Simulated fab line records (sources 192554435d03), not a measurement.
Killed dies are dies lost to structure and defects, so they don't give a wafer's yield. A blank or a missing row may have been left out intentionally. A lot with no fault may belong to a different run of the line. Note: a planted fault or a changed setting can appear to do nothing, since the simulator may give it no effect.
What tool caused it? -- flow n5-finfet -- 24 lots with 72 wafers sampled at 5 steps, on a route of 1938 steps

## WHAT THE GAUGES SHOWED, per wafer
N5_BEOL_M9_INSPECT_13: inspects for defects (brightfield). Usual: 399 for raw-defect-count, sd 78.
lot,measured,on,raw-defect-count,flag
L074,day 9 06:08,defect-inspect-02,308 447 363,
L076,day 9 15:32,defect-inspect-02,297 290 278,
L075,day 9 20:12,defect-inspect-01,325 454 358,
L077,day 10 03:15,defect-inspect-02,428 505 334,
L078,day 10 12:26,defect-inspect-01,468 583 327,
L079,day 10 20:27,defect-inspect-01,411 429 389,
L081,day 10 22:40,defect-inspect-02,285 381 354,
L080,day 11 06:30,defect-inspect-01,408 679 418,
L082,day 11 16:36,defect-inspect-02,291 478 388,
L083,day 11 22:50,defect-inspect-02,421 372 294,
L084,day 12 02:59,defect-inspect-01,363 312 452,
L086,day 12 12:10,defect-inspect-01,402 375 342,
L085,day 12 18:43,defect-inspect-01,337 469 434,
L088,day 12 18:44,defect-inspect-02,488 396 486,
L087,day 12 22:13,defect-inspect-02,415 367 441,
L089,day 13 05:02,defect-inspect-02,235 354 305,
L091,day 13 21:11,defect-inspect-01,408 395 344,
L090,day 14 11:25,defect-inspect-01,551 439 454,
L093,day 14 11:34,defect-inspect-01,498 386 370,
L092,day 14 18:35,defect-inspect-01,261 321 369,
L094,day 15 03:56,defect-inspect-02,295 350 307,
L096,day 15 06:44,defect-inspect-01,470 488 370,
L095,day 15 07:20,defect-inspect-01,457 353 434,
L097,day 15 18:12,defect-inspect-01,375 330 410,

N5_BEOL_M10_OVL_MEAS_12. Usual: M10_OVL gives -0.4 nm (standard deviation 0.81).
lot,measured,on,M10_OVL (nm),flag
L074,day 9 12:14,overlay-01,0.3 -0.2 -0.5,
L076,day 9 23:26,overlay-01,0.0 -0.4 -0.1,
L075,day 10 03:18,overlay-02,-0.3 -0.2 -0.9,
L077,day 10 11:23,overlay-01,0.6 0.6 0.2,
L078,day 10 19:46,overlay-01,-1.3 -1.4 -2.0,
L079,day 11 02:02,overlay-01,-0.3 0.5 0.1,
L081,day 11 06:50,overlay-02,-1.6 -0.3 -0.3,
L080,day 11 16:58,overlay-01,-1.3 0.5 -1.1,
L082,day 11 23:21,overlay-01,-0.4 -2.3 0.0,
L083,day 12 06:16,overlay-02,-0.7 -1.1 -0.4,
L084,day 12 09:30,overlay-02,-1.6 -0.5 -0.1,
L086,day 12 19:34,overlay-02,1.1 1.3 0.4,
L085,day 13 02:49,overlay-01,-0.3 0.3 -0.1,
L088,day 13 02:35,overlay-01,-1.0 1.5 -0.7,
L087,day 13 05:16,overlay-01,-0.5 0.0 -0.3,
L089,day 13 12:08,overlay-01,0.8 -1.4 -0.1,
L091,day 14 06:00,overlay-02,-1.5 0.0 -0.4,
L090,day 14 18:52,overlay-02,1.2 -0.9 -0.2,
L093,day 14 18:40,overlay-01,-0.5 0.2 -0.4,
L092,day 15 01:31,overlay-01,-0.9 -0.8 -1.1,
L094,day 15 14:53,overlay-01,-1.8 -0.7 -2.3,
L096,day 15 17:38,overlay-02,0.3 -0.5 -0.1,
L095,day 15 18:19,overlay-02,0.1 -0.5 -1.1,
L097,day 16 03:30,overlay-02,0.3 -0.1 0.8,

## TOOL THAT RAN EACH LOT (tool first, then ch and the chambers of the sampled wafers, then the start)
lot,N5_BEOL_M9_STRIP_19,N5_BEOL_M9_ETCH_76,N5_BEOL_M10_PECVD_70
L074,"rie-diel-01 ch 0,1, day 9 06:38","rie-diel-01 ch 0,1,2, day 9 07:30","pecvd-03 ch 0,1, day 9 11:04"
L076,"rie-diel-01 ch 0,2, day 9 15:57","rie-diel-01 ch 0,1, day 9 18:04","pecvd-01 ch 0,1, day 9 21:51"
L075,"rie-diel-01 ch 0,1,2, day 9 20:37","rie-diel-01 ch 0,1,2, day 9 22:25","pecvd-04 ch 1,2, day 10 01:55"
L077,"rie-diel-03 ch 0,2,3, day 10 03:40","rie-diel-03 ch 0,1,2, day 10 06:55","pecvd-04 ch 1,2, day 10 10:25"
L078,"rie-diel-06 ch 1,2,3, day 10 12:51","rie-diel-03 ch 0,1,3, day 10 14:40","pecvd-03 ch 0,1,2, day 10 18:26"
L079,"rie-diel-03 ch 1,2,3, day 10 20:52","rie-diel-06 ch 0,2,3, day 10 21:41","pecvd-01 ch 0,1, day 11 01:07"
L081,"rie-diel-06 ch 0,2,3, day 10 23:04","rie-diel-01 ch 0,2, day 10 23:36","pecvd-03 ch 1,2, day 11 04:09"
L080,"rie-diel-06 ch 0,2,3, day 11 07:04","rie-diel-03 ch 0,1,3, day 11 09:20","pecvd-01 ch 0,1,2, day 11 13:47"
L082,"rie-diel-06 ch 1,3, day 11 17:01","rie-diel-03 ch 0,1,3, day 11 17:49","pecvd-03 ch 0,1,2, day 11 22:35"
L083,"rie-diel-06 ch 2,3, day 11 23:32","rie-diel-06 ch 1,2,3, day 12 01:35","pecvd-03 ch 0,1,2, day 12 05:23"
L084,"rie-diel-03 ch 0,2,3, day 12 03:43","rie-diel-03 ch 0,2, day 12 04:56","pecvd-03 ch 0,2, day 12 08:53"
L086,"rie-diel-06 ch 0,2, day 12 12:58","rie-diel-01 ch 1,3, day 12 13:53","pecvd-01 ch 1,2, day 12 18:59"
L085,"rie-diel-03 ch 2,3, day 12 19:20","rie-diel-01 ch 1,2,3, day 12 21:18","pecvd-01 ch 0,1,2, day 13 01:48"
L088,"rie-diel-01 ch 1,2,3, day 12 19:31","rie-diel-01 ch 1,2,3, day 12 20:52","pecvd-03 ch 1,2, day 13 01:14"
L087,"rie-diel-01 ch 1,2,3, day 12 22:42","rie-diel-03 ch 0,1,2, day 12 23:44","pecvd-04 ch 0,1,2, day 13 03:47"
L089,"rie-diel-03 ch 0,1,3, day 13 05:27","rie-diel-06 ch 0,1,2, day 13 07:31","pecvd-03 ch 1,2, day 13 10:54"
L091,"rie-diel-06 ch 0,1,2, day 13 21:36","rie-diel-03 ch 1,2,3, day 14 00:37","pecvd-03 ch 1,2, day 14 04:18"
L090,"rie-diel-01 ch 0,1,2, day 14 11:49","rie-diel-06 ch 0,1,2, day 14 13:10","pecvd-03 ch 0,1, day 14 17:19"
L093,"rie-diel-06 ch 1,2,3, day 14 12:07","rie-diel-01 ch 1,3, day 14 12:49","pecvd-04 ch 0,1,2, day 14 16:55"
L092,"rie-diel-03 ch 2,3, day 14 19:02","rie-diel-01 ch 0,2, day 14 19:39","pecvd-03 ch 0,1, day 14 23:49"
L094,"rie-diel-06 ch 0,2,3, day 15 04:22","rie-diel-01 ch 0,2,3, day 15 05:38","pecvd-03 ch 0,1,2, day 15 13:55"
L096,"rie-diel-01 ch 0,2,3, day 15 07:15","rie-diel-06 ch 2,3, day 15 11:23","pecvd-03 ch 0,1,2, day 15 15:12"
L095,"rie-diel-01 ch 0,2,3, day 15 07:58","rie-diel-06 ch 0,1,2, day 15 11:51","pecvd-01 ch 0,1, day 15 16:28"
L097,"rie-diel-01 ch 1,3, day 15 18:37","rie-diel-06 ch 0,3, day 15 20:40","pecvd-04 ch 1,2, day 16 00:16"
- N5_BEOL_M9_STRIP_19: strips in O2.
- N5_BEOL_M9_ETCH_76: etches underlayer in N2/H2, target depth 6.5 nm, time 5.2 s.
- N5_BEOL_M10_PECVD_70: deposits SiO2 from TEOS/O2, target thk 20 nm, time 22.7 s.

## AS READ BY THE TOOLS THEMSELVES (means over the sampled wafers that have a number; for cases with no such wafer, the mark the record gives instead)
N5_BEOL_M9_STRIP_19. Usual: drypump-motor-current-A 5.9 A, standard deviation 0.45; oes-product-au 0.79 a.u., standard deviation 0.096; rf-vpp-V 3.7 V, standard deviation 0.54; showerhead-plenum-p-Torr 2.08 Torr, standard deviation 0.086; throttle-valve-pct 16.71 %, standard deviation 0.28.
lot,tool,drypump-motor-current-A (A),oes-product-au (a.u.),rf-vpp-V (V),showerhead-plenum-p-Torr (Torr),throttle-valve-pct (%),flag
L074,rie-diel-01,5.5,0.78,3.0,2.09,16.83,
L076,rie-diel-01,5.4,0.71,3.3,2.16,16.97,
L075,rie-diel-01,5.5,0.79,3.4,2.13,16.80,
L077,rie-diel-03,5.9,0.74,3.7,2.10,16.67,
L078,rie-diel-06,6.0,0.88,4.0,2.05,16.52,
L079,rie-diel-03,6.3,0.71,3.9,2.04,16.69,
L081,rie-diel-06,6.0,0.83,3.4,1.99,16.53,
L080,rie-diel-06,6.0,0.82,4.4,1.99,16.54,
L082,rie-diel-06,6.3,0.82,3.3,2.10,16.44,
L083,rie-diel-06,5.8,0.83,3.5,1.96,16.51,
L084,rie-diel-03,5.9,0.73,3.8,2.10,16.70,
L086,rie-diel-06,6.2,0.81,3.7,2.01,16.59,
L085,rie-diel-03,5.9,0.73,4.3,2.03,16.42,
L088,rie-diel-01,5.4,0.79,3.3,2.13,16.84,
L087,rie-diel-01,5.4,0.78,3.8,2.13,16.84,
L089,rie-diel-03,6.1,0.72,2.9,2.05,16.83,
L091,rie-diel-06,6.2,0.82,3.7,2.08,16.61,
L090,rie-diel-01,5.5,0.84,3.6,2.12,16.72,
L093,rie-diel-06,6.0,0.83,3.7,2.05,16.56,
L092,rie-diel-03,5.9,0.72,3.6,2.03,16.45,
L094,rie-diel-06,6.0,0.79,4.1,1.98,16.59,
L096,rie-diel-01,5.4,0.78,3.8,2.11,16.89,
L095,rie-diel-01,5.4,0.78,3.6,2.11,16.88,
L097,rie-diel-01,5.5,0.82,3.4,2.09,16.73,

N5_BEOL_M9_ETCH_76. Usual: drypump-motor-current-A 5.8 A, standard deviation 0.44; etch-rf-on-time-s 5.19 s, standard deviation 0.17; oes-product-au 0.66 a.u., standard deviation 0.075; rf-vpp-V 524 V, standard deviation 3.1; showerhead-plenum-p-Torr 2.53 Torr, standard deviation 0.1; throttle-valve-pct 17.97 %, standard deviation 0.28.
lot,tool,drypump-motor-current-A (A),etch-rf-on-time-s (s),oes-product-au (a.u.),rf-vpp-V (V),showerhead-plenum-p-Torr (Torr),throttle-valve-pct (%),flag
L074,rie-diel-01,5.5,5.32,0.68,526,2.58,17.97,
L076,rie-diel-01,5.5,5.29,0.66,524,2.54,18.02,
L075,rie-diel-01,5.5,5.28,0.66,526,2.58,17.96,
L077,rie-diel-03,6.3,5.31,0.59,524,2.56,18.12,
L078,rie-diel-03,6.1,5.15,0.63,523,2.50,18.01,
L079,rie-diel-06,6.0,5.06,0.70,521,2.41,17.73,
L081,rie-diel-01,5.4,5.32,0.59,525,2.59,18.10,
L080,rie-diel-03,6.1,5.20,0.62,524,2.50,18.03,
L082,rie-diel-03,6.1,5.19,0.62,522,2.50,18.02,
L083,rie-diel-06,6.0,5.12,0.73,524,2.50,17.82,
L084,rie-diel-03,6.1,5.45,0.58,526,2.62,18.08,
L086,rie-diel-01,5.5,5.16,0.72,525,2.57,17.99,
L085,rie-diel-01,5.4,5.18,0.66,526,2.59,18.12,
L088,rie-diel-01,5.4,5.24,0.66,524,2.59,18.11,
L087,rie-diel-03,6.3,5.34,0.58,525,2.55,18.16,
L089,rie-diel-06,6.2,5.03,0.71,522,2.53,17.81,
L091,rie-diel-03,6.3,5.29,0.59,521,2.49,17.98,
L090,rie-diel-06,6.2,5.02,0.70,524,2.52,17.83,
L093,rie-diel-01,5.5,5.10,0.71,526,2.56,18.03,
L092,rie-diel-01,5.5,5.30,0.73,524,2.55,17.89,
L094,rie-diel-01,5.4,5.28,0.67,525,2.56,18.17,
L096,rie-diel-06,5.8,4.91,0.68,520,2.37,17.80,
L095,rie-diel-06,6.2,5.07,0.70,523,2.52,17.83,
L097,rie-diel-06,6.1,5.01,0.63,518,2.36,17.72,

N5_BEOL_M10_PECVD_70. Usual: heater-power-w 755 W, standard deviation 110; showerhead-plenum-p-Torr 8.81 Torr, standard deviation 0.049; throttle-valve-pct 22.1 %, standard deviation 1.2.
lot,tool,heater-power-w (W),showerhead-plenum-p-Torr (Torr),throttle-valve-pct (%),flag
L074,pecvd-03,673,8.79,22.0,
L076,pecvd-01,919,8.79,22.2,
L075,pecvd-04,833,8.78,23.1,
L077,pecvd-04,826,8.77,23.3,
L078,pecvd-03,769,8.82,21.6,
L079,pecvd-01,918,8.78,22.1,
L081,pecvd-03,717,8.78,21.4,
L080,pecvd-01,791,8.80,21.8,
L082,pecvd-03,729,8.82,21.8,
L083,pecvd-03,725,8.82,21.5,
L084,pecvd-03,666,8.86,22.0,
L086,pecvd-01,711,8.82,22.5,
L085,pecvd-01,854,8.80,22.1,
L088,pecvd-03,702,8.80,20.9,
L087,pecvd-04,793,8.81,23.0,
L089,pecvd-03,735,8.76,21.5,
L091,pecvd-03,680,8.78,21.5,
L090,pecvd-03,692,8.79,22.4,
L093,pecvd-04,795,8.79,23.0,
L092,pecvd-03,700,8.84,22.6,
L094,pecvd-03,696,8.81,21.8,
L096,pecvd-03,728,8.81,21.8,
L095,pecvd-01,963,8.79,22.1,
L097,pecvd-04,776,8.77,22.9,

## THE ANSWER, worked out from the rows above alone
Rule: lot off if the mean of its wafers having a number is beyond 3 standard deviations from the usual mean. A lot without any number at a reading at which 4 lots or more have one is off too. The other lots that the step has rows for count as sound. After the gauges, taken in route order, come the tools' own readings; for these a lot's mean is taken, as printed above. At the first step where some lot is off, the reading lying furthest off is the one used; lots without a number count as furthest.
No lot is off at any reading shown: from this, nothing can be told.

## WHAT HAD BEEN PUT IN BY THE SIMULATOR
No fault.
